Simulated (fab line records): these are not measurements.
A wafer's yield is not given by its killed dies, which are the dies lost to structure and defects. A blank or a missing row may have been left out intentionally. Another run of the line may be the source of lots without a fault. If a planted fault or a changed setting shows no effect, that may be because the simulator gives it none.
Comparing a struck lot with a sound one | flow nandHarc | 14 steps out of a route of 1159
Sound: these wafers, L831.2, L831.3, L831.4. The struck wafers were L834.2, L834.3, L834.5. Last of all comes the cause.
For every step that has rows: the tool of each side, followed by ch and its chambers, followed by its first start. Under that, the readings that differ: sound wafers | struck wafers | difference of the means | sigmas: that difference in standard deviations of wafers without a fault.
alike: words and numbers the same on both sides, and readings whose means are apart by under 2 such deviations; not compared: readings that were withheld, readings missing a value for some wafer, numbers with overlapping values and no deviation given by the record, and bounds like >300 which may hide the same value.
A row with sigmas, a row that says differs or no value, or rows on one side alone: a step with any of these is where the two part. Numbers that don't overlap but have no deviation are shown without sigmas and don't part them. Lack of a reading on every wafer of one side parts them only where that side has two or more wafers.

NHARC_P_CONTACT_INSPECT_14:
  sound on defectInspect-02, day 8 07:03; struck on defectInspect-01, day 8 00:56
  alike: rawDefectCount
NHARC_P_CONTACT_DESCUM_17: chemistry O2, time 3 s.
  sound on rieDiel-12 ch 0,1,3, day 8 07:07; struck on rieDiel-12 ch 0,1,3, day 8 00:59
  alike: drypumpMotorCurrentA, oesProductAu, rfVppV, showerheadPlenumPTorr, throttleValvePct
  not compared: rfHoursCounterH
NHARC_P_CONTACT_ETCH_35: etches the open film in CF4, target depth 39 nm, time 65 s.
  sound on rieDiel-12 ch 0,1,2, day 8 07:11; struck on rieDiel-12 ch 0,3, day 8 01:04
reading             | sound             | struck            | difference | sigmas
oesProductAu (a.u.) | 0.982 0.996 0.998 | 1.012 1.009 1.019 | +0.021     | +2
  alike: drypumpMotorCurrentA, rfVppV, showerheadPlenumPTorr, throttleValvePct
  not compared: rfHoursCounterH
then, 4 steps without rows for these wafers: NHARC_P_CONTACT_ETCH_36 (etches the open film in N2/H2, target depth 260 nm, time 406.25 s); NHARC_P_CONTACT_ETCH_18 (etches the open film in C4F8/O2/Ar, target depth 481 nm, time 240.5 s); NHARC_P_CONTACT_STRIP_37 (strips in C4F8/O2/Ar); NHARC_P_CONTACT_ETCH_31 (etches the open film in CH3F/O2, target depth 30 nm, time 85.7 s).
NHARC_P_CONTACT_CD_MEAS_19:
  sound on cdSem-02, day 8 07:59; struck on cdSem-01, day 8 01:52
  alike: cdNm
NHARC_P_CONTACT_STRIP_28: strips in O2.
  sound on rieDiel-12 ch 0,1,2, day 8 08:03; struck on rieDiel-12 ch 0,1,3, day 8 01:57
  alike: drypumpMotorCurrentA, oesProductAu, rfVppV, showerheadPlenumPTorr, throttleValvePct
  not compared: rfHoursCounterH
then, 1 step without rows for these wafers: NHARC_P_CONTACT_STRIP_29 (strips in post etch residue remover, time 1200 s).
NHARC_P_CONTACT_DEGAS_38: time 60 s.
  sound on pvdSputter-02, day 8 08:41; struck on pvdSputter-03, day 8 02:35
  alike: heaterPowerW
then, 1 step without rows for these wafers: NHARC_P_CONTACT_PRE_CLEAN_39 (time 19.5 s).
NHARC_P_CONTACT_PVD_32: deposits Ti, target thk 5 nm, time 17.7 s.
  sound on pvdSputter-02, day 8 08:49; struck on pvdSputter-03, day 8 02:59
  alike: throttleValvePct
NHARC_P_CONTACT_ALD_22: deposits TiN, target thk 3 nm, pulse time 1 s, ald cycles 150.
  sound on aldMetal-04 ch 1,2,3, day 8 08:56; struck on aldMetal-03 ch 0,1, day 8 03:07
  alike: heaterPowerW, precursorPulseHeightRel

## WHERE THEY PART
Within this record, at NHARC_P_CONTACT_ETCH_35 only. Later steps at which nothing parts them and some readings are alike: NHARC_P_CONTACT_CD_MEAS_19, NHARC_P_CONTACT_STRIP_28, NHARC_P_CONTACT_DEGAS_38, NHARC_P_CONTACT_PVD_32, NHARC_P_CONTACT_ALD_22.

WHY: the cause the simulator had injected
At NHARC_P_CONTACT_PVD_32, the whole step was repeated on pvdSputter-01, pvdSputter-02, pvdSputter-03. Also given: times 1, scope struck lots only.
